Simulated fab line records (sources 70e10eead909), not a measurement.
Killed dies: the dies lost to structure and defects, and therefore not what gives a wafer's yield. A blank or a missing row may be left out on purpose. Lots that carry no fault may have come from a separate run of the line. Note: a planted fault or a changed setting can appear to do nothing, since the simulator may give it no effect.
Struck lot and sound lot, side by side    flow nandHarc    13 steps out of a route of 1159
Sound: wafers L964.3, L964.4, L964.6. Wafers L965.1, L965.2, L965.6 were the ones struck. The cause is given at the end.
Order at every step that has rows: each side's tool, ch and its chambers, its first start. Under that, the readings that differ: sound wafers    struck wafers    difference of the means    sigmas: that difference in standard deviations of wafers without a fault.
alike: a reading whose means differ by less than 2 such deviations, as well as words and numbers matching on both sides. not compared: withheld readings; readings where some wafer has no value; bounds like >300 that might hide an equal value; numbers whose values overlap and for which the record gives no deviation.
A row with sigmas, a row that says differs or no value, or rows on one side alone: a step with any of these is where the two part. When numbers do not overlap yet have no deviation, they are printed without sigmas and do not part them. A reading missing from all wafers of one side parts the sides only when that side holds two or more wafers.

first, 3 steps without rows for these wafers: NHARC_A_STAIRCASE_STRIP_296 (strips in SPM, time 900 s); NHARC_A_STAIRCASE_PRECLEAN_297 (cleans in SC1); NHARC_A_STAIRCASE_SRD_298.
NHARC_A_STAIRCASE_HM_DEP_462: deposits aC, target thk 800 nm.
  sound on aclDep-01 ch 0, day 12 14:41; struck on aclDep-02 ch 0, day 12 22:56
  alike: throttleValvePct
  not compared: susceptorTempC
NHARC_A_STAIRCASE_DEP_301: deposits SiON, target thk 30 nm.
  sound on pecvd-01 ch 0,2, day 12 15:59; struck on pecvd-02 ch 0,1,2, day 13 00:47
  alike: heaterPowerW, susceptorTempC
then, 6 steps without rows for these wafers: NHARC_A_STAIRCASE_DEHYDRATE_302 (time 120 s); NHARC_A_STAIRCASE_HMDS_303 (time 30 s); NHARC_A_STAIRCASE_COAT_304; NHARC_A_STAIRCASE_SOFTBAKE_305 (time 170 s); NHARC_A_STAIRCASE_EBR_306; NHARC_A_STAIRCASE_EXPOSE_307 (exposes mask CHOP 50).
NHARC_A_STAIRCASE_PEB_308: peb time 130 s.
  struck on lithoTrack-05, day 13 01:20; sound on lithoTrack-07 ch 0, day 12 16:28
  no value came back on the struck wafers for chillPlateTempC (C), exhaustPa (Pa); on the sound wafers chillPlateTempC (C) reads 23.07 23.02 23.08
then, 1 step without rows for these wafers: NHARC_A_STAIRCASE_DEVELOP_309 (time 140 s).

WHERE THEY PART
Within this record, at NHARC_A_STAIRCASE_PEB_308 only.

WHY: the cause the simulator had injected
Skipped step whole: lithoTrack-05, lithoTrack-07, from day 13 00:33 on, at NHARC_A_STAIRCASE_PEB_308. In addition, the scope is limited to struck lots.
